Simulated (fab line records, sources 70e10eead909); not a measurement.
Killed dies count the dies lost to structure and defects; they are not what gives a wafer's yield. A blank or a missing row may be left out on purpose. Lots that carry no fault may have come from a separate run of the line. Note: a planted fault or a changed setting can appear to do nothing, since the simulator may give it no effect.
Which tool is to blame? / flow nand-harc / 11 lots, 33 wafers sampled, at 6 steps of a route of 1302

== WHAT THE GAUGES READ, wafer by wafer ==
NHARC_P_BONDPAD_INSPECT_23. Usual: raw-defect-count 331, standard deviation 110.
lot=L236; measured=day 8 02:45; on=defect-inspect-01; raw-defect-count=503 265 229; flag=
lot=L237; measured=day 8 14:37; on=defect-inspect-01; raw-defect-count=185 226 302; flag=
lot=L239; measured=day 9 05:38; on=defect-inspect-01; raw-defect-count=523 469 229; flag=
lot=L243; measured=day 10 17:19; on=defect-inspect-02; raw-defect-count=382 427 699; flag=
lot=L245; measured=day 11 21:01; on=defect-inspect-02; raw-defect-count=335 687 386; flag=
lot=L250; measured=day 13 21:41; on=defect-inspect-02; raw-defect-count=204 328 181; flag=
lot=L252; measured=day 14 19:13; on=defect-inspect-01; raw-defect-count=352 386 373; flag=
lot=L253; measured=day 15 00:01; on=defect-inspect-02; raw-defect-count=237 304 224; flag=
lot=L254; measured=day 15 08:20; on=defect-inspect-01; raw-defect-count=343 194 235; flag=
lot=L256; measured=day 16 03:16; on=defect-inspect-01; raw-defect-count=229 280 333; flag=
lot=L255; measured=day 16 04:33; on=defect-inspect-01; raw-defect-count=330 280 197; flag=

NHARC_END_SORT_01. Usual: defect-limited-yield 91 %, standard deviation 3.1; killed-at-array 53, standard deviation 21; killed-at-other 1.0, standard deviation 1.3; killed-at-periphery 3.8, standard deviation 2.4; killed-dies 58, standard deviation 21; killed-open 3.4, standard deviation 1.9; killed-short 2.4, standard deviation 1.5; sort_bin_2_pct 3.0 %, standard deviation 1.3; sort_bin_3_pct 0.6 %, standard deviation 0.39; sort_bin_4_pct 4.9 %, standard deviation 1.8; sort-n-pass 619, standard deviation 21; sort-rim-yield-pct 88 %, standard deviation 5.3; sort-yield-pct 91 %, standard deviation 3.1.
lot=L243; measured=day 29 05:02; on=prober-02; defect-limited-yield (%)=93 92 51; killed-at-array=47 56 61; killed-at-other=1 1 1; killed-at-periphery=2 0 271; killed-dies=50 57 333; killed-open=2 3 1; killed-short=3 4 3; sort_bin_2_pct (%)=2.2 3.0 16.0; sort_bin_3_pct (%)=0.6 0.3 3.4; sort_bin_4_pct (%)=4.6 5.2 29.8; sort-n-pass=627 620 344; sort-rim-yield-pct (%)=82 83 55; sort-yield-pct (%)=93 92 51; flag=OFF
lot=L245; measured=day 29 20:18; on=prober-02; defect-limited-yield (%)=90 49 91; killed-at-array=56 47 51; killed-at-other=0 0 2; killed-at-periphery=9 296 5; killed-dies=65 343 58; killed-open=1 1 4; killed-short=2 3 0; sort_bin_2_pct (%)=3.2 20.1 4.3; sort_bin_3_pct (%)=0.7 3.4 0.7; sort_bin_4_pct (%)=5.6 27.2 3.5; sort-n-pass=612 334 619; sort-rim-yield-pct (%)=86 52 83; sort-yield-pct (%)=90 49 91; flag=OFF

== WHICH TOOL RAN EACH LOT (tool, then ch and the chambers of the sampled wafers, then the start) ==
lot=L236; NHARC_P_M2_PRE_CLEAN_32=pecvd-02 ch 0,1, day 7 22:16; NHARC_P_BONDPAD_DEP_00=pecvd-03 ch 1,2, day 7 22:48; NHARC_P_BONDPAD_ETCH_37=rie-diel-12 ch 0,1, day 8 00:17; NHARC_P_BONDPAD_CMP_19=cmp-03 ch 1,3, day 8 02:12
lot=L237; NHARC_P_M2_PRE_CLEAN_32=pecvd-02 ch 0,1,2, day 8 10:15; NHARC_P_BONDPAD_DEP_00=pecvd-01 ch 0,1, day 8 10:45; NHARC_P_BONDPAD_ETCH_37=rie-diel-10 ch 0,1,2, day 8 12:09; NHARC_P_BONDPAD_CMP_19=cmp-01 ch 1,2,3, day 8 14:08
lot=L239; NHARC_P_M2_PRE_CLEAN_32=pecvd-02 ch 0,1, day 9 00:59; NHARC_P_BONDPAD_DEP_00=pecvd-01 ch 0,1,2, day 9 01:37; NHARC_P_BONDPAD_ETCH_37=rie-diel-12 ch 1,2, day 9 03:10; NHARC_P_BONDPAD_CMP_19=cmp-03 ch 0,1,3, day 9 05:09
lot=L243; NHARC_P_M2_PRE_CLEAN_32=pecvd-03 ch 0,2, day 10 12:48; NHARC_P_BONDPAD_DEP_00=pecvd-01 ch 0,1, day 10 13:29; NHARC_P_BONDPAD_ETCH_37=rie-diel-12 ch 0,1,2, day 10 14:51; NHARC_P_BONDPAD_CMP_19=cmp-01 ch 0,1,2, day 10 16:47
lot=L245; NHARC_P_M2_PRE_CLEAN_32=pecvd-02 ch 0,1,2, day 11 16:32; NHARC_P_BONDPAD_DEP_00=pecvd-03 ch 1,2, day 11 17:01; NHARC_P_BONDPAD_ETCH_37=rie-diel-10 ch 2,3, day 11 18:32; NHARC_P_BONDPAD_CMP_19=cmp-01 ch 0,1,2, day 11 20:32
lot=L250; NHARC_P_M2_PRE_CLEAN_32=pecvd-03 ch 1,2, day 13 17:11; NHARC_P_BONDPAD_DEP_00=pecvd-01 ch 0,1,2, day 13 17:40; NHARC_P_BONDPAD_ETCH_37=rie-diel-12 ch 1,2, day 13 19:12; NHARC_P_BONDPAD_CMP_19=cmp-03 ch 2,3, day 13 21:08
lot=L252; NHARC_P_M2_PRE_CLEAN_32=pecvd-02 ch 0,1,2, day 14 14:45; NHARC_P_BONDPAD_DEP_00=pecvd-01 ch 1,2, day 14 15:17; NHARC_P_BONDPAD_ETCH_37=rie-diel-10 ch 0,3, day 14 16:46; NHARC_P_BONDPAD_CMP_19=cmp-03 ch 0,2, day 14 18:44
lot=L253; NHARC_P_M2_PRE_CLEAN_32=pecvd-03 ch 0,1,2, day 14 19:33; NHARC_P_BONDPAD_DEP_00=pecvd-02 ch 1,2, day 14 20:02; NHARC_P_BONDPAD_ETCH_37=rie-diel-12 ch 0,2,3, day 14 21:34; NHARC_P_BONDPAD_CMP_19=cmp-01 ch 0,2,3, day 14 23:29
lot=L254; NHARC_P_M2_PRE_CLEAN_32=pecvd-03 ch 0,1, day 15 04:00; NHARC_P_BONDPAD_DEP_00=pecvd-03 ch 0,1,2, day 15 05:52 or earlier; NHARC_P_BONDPAD_ETCH_37=rie-diel-12 ch 0,2, day 15 05:52; NHARC_P_BONDPAD_CMP_19=cmp-02 ch 0,2,3, day 15 07:51
lot=L256; NHARC_P_M2_PRE_CLEAN_32=pecvd-02 ch 0,2, day 15 22:48; NHARC_P_BONDPAD_DEP_00=pecvd-01 ch 1, day 15 23:16; NHARC_P_BONDPAD_ETCH_37=rie-diel-10 ch 1,2, day 16 00:48; NHARC_P_BONDPAD_CMP_19=cmp-02 ch 2,3, day 16 02:44
lot=L255; NHARC_P_M2_PRE_CLEAN_32=pecvd-02 ch 0,1, day 16 00:04; NHARC_P_BONDPAD_DEP_00=pecvd-02 ch 0,2, day 16 02:05 or earlier; NHARC_P_BONDPAD_ETCH_37=rie-diel-03 ch 0,1, day 16 02:05; NHARC_P_BONDPAD_CMP_19=cmp-02 ch 2,3, day 16 04:00
- NHARC_P_M2_PRE_CLEAN_32: time 12 s.
- NHARC_P_BONDPAD_DEP_00: deposits SiCN, target thk 250 nm.
- NHARC_P_BONDPAD_ETCH_37: etches the open film in N2/H2, target depth 60 nm, overetch 18 nm, time 65.91 s.
- NHARC_P_BONDPAD_CMP_19: polishes, t overpolish 30 s, cu recess touch 16 s, target thk 160.81 nm.

== AS READ BY THE TOOLS THEMSELVES (means over the sampled wafers that have a number; for cases with no such wafer, the mark the record gives instead) ==
NHARC_P_M2_PRE_CLEAN_32. Usual: heater-power-w 645 W, standard deviation 68; rf-fwd-power-W 292.6 W, standard deviation 0.92; susceptor-temp-C 369.99 C, standard deviation 0.22.
lot=L236; tool=pecvd-02; heater-power-w (W)=666; rf-fwd-power-W (W)=292.8; susceptor-temp-C (C)=369.91; flag=
lot=L237; tool=pecvd-02; heater-power-w (W)=685; rf-fwd-power-W (W)=292.5; susceptor-temp-C (C)=370.08; flag=
lot=L239; tool=pecvd-02; heater-power-w (W)=628; rf-fwd-power-W (W)=292.0; susceptor-temp-C (C)=370.02; flag=
lot=L243; tool=pecvd-03; heater-power-w (W)=664; rf-fwd-power-W (W)=293.3; susceptor-temp-C (C)=369.99; flag=
lot=L245; tool=pecvd-02; heater-power-w (W)=660; rf-fwd-power-W (W)=292.3; susceptor-temp-C (C)=370.01; flag=
lot=L250; tool=pecvd-03; heater-power-w (W)=607; rf-fwd-power-W (W)=293.3; susceptor-temp-C (C)=369.97; flag=
lot=L252; tool=pecvd-02; heater-power-w (W)=721; rf-fwd-power-W (W)=292.5; susceptor-temp-C (C)=369.92; flag=
lot=L253; tool=pecvd-03; heater-power-w (W)=667; rf-fwd-power-W (W)=293.0; susceptor-temp-C (C)=370.06; flag=
lot=L254; tool=pecvd-03; heater-power-w (W)=624; rf-fwd-power-W (W)=293.3; susceptor-temp-C (C)=369.96; flag=
lot=L256; tool=pecvd-02; heater-power-w (W)=716; rf-fwd-power-W (W)=293.2; susceptor-temp-C (C)=369.90; flag=
lot=L255; tool=pecvd-02; heater-power-w (W)=661; rf-fwd-power-W (W)=292.5; susceptor-temp-C (C)=370.04; flag=

NHARC_P_BONDPAD_DEP_00. Usual: chamber-pressure-Torr 3.001 Torr, standard deviation 0.0074; heater-power-w 597 W, standard deviation 72; rf-fwd-power-W 449.3 W, standard deviation 1.3; susceptor-temp-C 369.96 C, standard deviation 0.22.
lot=L236; tool=pecvd-03; chamber-pressure-Torr (Torr)=2.999; heater-power-w (W)=525; rf-fwd-power-W (W)=449.4; susceptor-temp-C (C)=369.99; flag=
lot=L237; tool=pecvd-01; chamber-pressure-Torr (Torr)=3.004; heater-power-w (W)=610; rf-fwd-power-W (W)=447.8; susceptor-temp-C (C)=369.77; flag=
lot=L239; tool=pecvd-01; chamber-pressure-Torr (Torr)=3.007; heater-power-w (W)=565; rf-fwd-power-W (W)=448.8; susceptor-temp-C (C)=369.87; flag=
lot=L243; tool=pecvd-01; chamber-pressure-Torr (Torr)=3.005; heater-power-w (W)=518; rf-fwd-power-W (W)=449.3; susceptor-temp-C (C)=370.06; flag=
lot=L245; tool=pecvd-03; chamber-pressure-Torr (Torr)=2.999; heater-power-w (W)=548; rf-fwd-power-W (W)=448.4; susceptor-temp-C (C)=370.03; flag=
lot=L250; tool=pecvd-01; chamber-pressure-Torr (Torr)=2.991; heater-power-w (W)=564; rf-fwd-power-W (W)=449.2; susceptor-temp-C (C)=369.93; flag=
lot=L252; tool=pecvd-01; chamber-pressure-Torr (Torr)=3.002; heater-power-w (W)=498; rf-fwd-power-W (W)=448.8; susceptor-temp-C (C)=369.95; flag=
lot=L253; tool=pecvd-02; chamber-pressure-Torr (Torr)=3.006; heater-power-w (W)=644; rf-fwd-power-W (W)=448.7; susceptor-temp-C (C)=369.88; flag=
lot=L254; tool=pecvd-03; chamber-pressure-Torr (Torr)=2.998; heater-power-w (W)=602; rf-fwd-power-W (W)=451.0; susceptor-temp-C (C)=369.86; flag=
lot=L256; tool=pecvd-01; chamber-pressure-Torr (Torr)=3.008; heater-power-w (W)=465; rf-fwd-power-W (W)=447.5; susceptor-temp-C (C)=369.87; flag=
lot=L255; tool=pecvd-02; chamber-pressure-Torr (Torr)=3.000; heater-power-w (W)=640; rf-fwd-power-W (W)=448.6; susceptor-temp-C (C)=370.16; flag=

NHARC_P_BONDPAD_ETCH_37. Usual: drypump-motor-current-A 5.7 A, standard deviation 0.46; oes-product-au 1.001 a.u., standard deviation 0.008; rf-fwd-power-W 396.7 W, standard deviation 1.7; rf-vpp-V 429.5 V, standard deviation 1.9; showerhead-plenum-p-Torr 2.00 Torr, standard deviation 0.064; throttle-valve-pct 14.172 %, standard deviation 0.0098.
lot=L236; tool=rie-diel-12; drypump-motor-current-A (A)=6.2; oes-product-au (a.u.)=1.010; rf-fwd-power-W (W)=397.7; rf-vpp-V (V)=428.5; showerhead-plenum-p-Torr (Torr)=1.95; throttle-valve-pct (%)=14.168; flag=
lot=L237; tool=rie-diel-10; drypump-motor-current-A (A)=5.8; oes-product-au (a.u.)=0.997; rf-fwd-power-W (W)=397.1; rf-vpp-V (V)=429.8; showerhead-plenum-p-Torr (Torr)=1.99; throttle-valve-pct (%)=14.175; flag=
lot=L239; tool=rie-diel-12; drypump-motor-current-A (A)=5.6; oes-product-au (a.u.)=1.016; rf-fwd-power-W (W)=396.1; rf-vpp-V (V)=427.6; showerhead-plenum-p-Torr (Torr)=1.97; throttle-valve-pct (%)=14.167; flag=
lot=L243; tool=rie-diel-12; drypump-motor-current-A (A)=5.9; oes-product-au (a.u.)=1.000; rf-fwd-power-W (W)=396.3; rf-vpp-V (V)=429.3; showerhead-plenum-p-Torr (Torr)=1.99; throttle-valve-pct (%)=14.165; flag=
lot=L245; tool=rie-diel-10; drypump-motor-current-A (A)=5.5; oes-product-au (a.u.)=1.002; rf-fwd-power-W (W)=395.4; rf-vpp-V (V)=429.8; showerhead-plenum-p-Torr (Torr)=2.04; throttle-valve-pct (%)=14.163; flag=
lot=L250; tool=rie-diel-12; drypump-motor-current-A (A)=5.6; oes-product-au (a.u.)=0.998; rf-fwd-power-W (W)=395.9; rf-vpp-V (V)=428.0; showerhead-plenum-p-Torr (Torr)=1.96; throttle-valve-pct (%)=14.170; flag=
lot=L252; tool=rie-diel-10; drypump-motor-current-A (A)=5.4; oes-product-au (a.u.)=1.002; rf-fwd-power-W (W)=396.5; rf-vpp-V (V)=430.7; showerhead-plenum-p-Torr (Torr)=2.06; throttle-valve-pct (%)=14.165; flag=
lot=L253; tool=rie-diel-12; drypump-motor-current-A (A)=6.0; oes-product-au (a.u.)=0.996; rf-fwd-power-W (W)=395.3; rf-vpp-V (V)=429.4; showerhead-plenum-p-Torr (Torr)=2.01; throttle-valve-pct (%)=14.163; flag=
lot=L254; tool=rie-diel-12; drypump-motor-current-A (A)=5.9; oes-product-au (a.u.)=1.005; rf-fwd-power-W (W)=394.6; rf-vpp-V (V)=431.2; showerhead-plenum-p-Torr (Torr)=2.06; throttle-valve-pct (%)=14.174; flag=
lot=L256; tool=rie-diel-10; drypump-motor-current-A (A)=5.4; oes-product-au (a.u.)=1.000; rf-fwd-power-W (W)=395.2; rf-vpp-V (V)=428.8; showerhead-plenum-p-Torr (Torr)=1.99; throttle-valve-pct (%)=14.185; flag=
lot=L255; tool=rie-diel-03; drypump-motor-current-A (A)=5.8; oes-product-au (a.u.)=1.005; rf-fwd-power-W (W)=397.0; rf-vpp-V (V)=428.0; showerhead-plenum-p-Torr (Torr)=1.97; throttle-valve-pct (%)=14.169; flag=

NHARC_P_BONDPAD_CMP_19. Usual: motor-current-A 12.6 A, standard deviation 1.2; overpolish-run-s 30.001 s, standard deviation 0.0092.
lot=L236; tool=cmp-03; motor-current-A (A)=13.8; overpolish-run-s (s)=30.000; flag=
lot=L237; tool=cmp-01; motor-current-A (A)=11.8; overpolish-run-s (s)=29.998; flag=
lot=L239; tool=cmp-03; motor-current-A (A)=13.7; overpolish-run-s (s)=30.010; flag=
lot=L243; tool=cmp-01; motor-current-A (A)=11.6; overpolish-run-s (s)=30.003; flag=
lot=L245; tool=cmp-01; motor-current-A (A)=11.9; overpolish-run-s (s)=29.997; flag=
lot=L250; tool=cmp-03; motor-current-A (A)=12.5; overpolish-run-s (s)=29.990; flag=
lot=L252; tool=cmp-03; motor-current-A (A)=12.4; overpolish-run-s (s)=30.002; flag=
lot=L253; tool=cmp-01; motor-current-A (A)=11.8; overpolish-run-s (s)=29.993; flag=
lot=L254; tool=cmp-02; motor-current-A (A)=13.2; overpolish-run-s (s)=29.996; flag=
lot=L256; tool=cmp-02; motor-current-A (A)=13.7; overpolish-run-s (s)=30.008; flag=
lot=L255; tool=cmp-02; motor-current-A (A)=13.9; overpolish-run-s (s)=30.004; flag=

== THE ANSWER, worked out from the rows above alone ==
Rule: take the mean of a lot's wafers that have a number; if it is more than 3 standard deviations from the usual mean, the lot is off. Also off: a lot with no number at a reading for which 4 or more lots have one. The other lots that the step has rows for count as sound. Order of review: gauges by route order, followed by the tools' own readings, for which a lot's mean as printed above is used. At the first step where some lot is off, the reading lying furthest off is the one used; lots without a number count as furthest.
Off, at NHARC_END_SORT_01 on killed-at-periphery: L243, L245. Neither off nor sound, because the step has no rows for them: L236, L237, L239, L250, L252, L253, L254, L256, L255.
A tool fits if, at a process step before that reading, it ran every lot that is off, and no sound lot after the first of them. The gauges at NHARC_END_SORT_01 are tried like those tools. This does not decide it: 2 tools fit, namely cmp-01 at NHARC_P_BONDPAD_CMP_19 and prober-02 at NHARC_END_SORT_01.

== WHAT WAS PUT IN BY THE SIMULATOR ==
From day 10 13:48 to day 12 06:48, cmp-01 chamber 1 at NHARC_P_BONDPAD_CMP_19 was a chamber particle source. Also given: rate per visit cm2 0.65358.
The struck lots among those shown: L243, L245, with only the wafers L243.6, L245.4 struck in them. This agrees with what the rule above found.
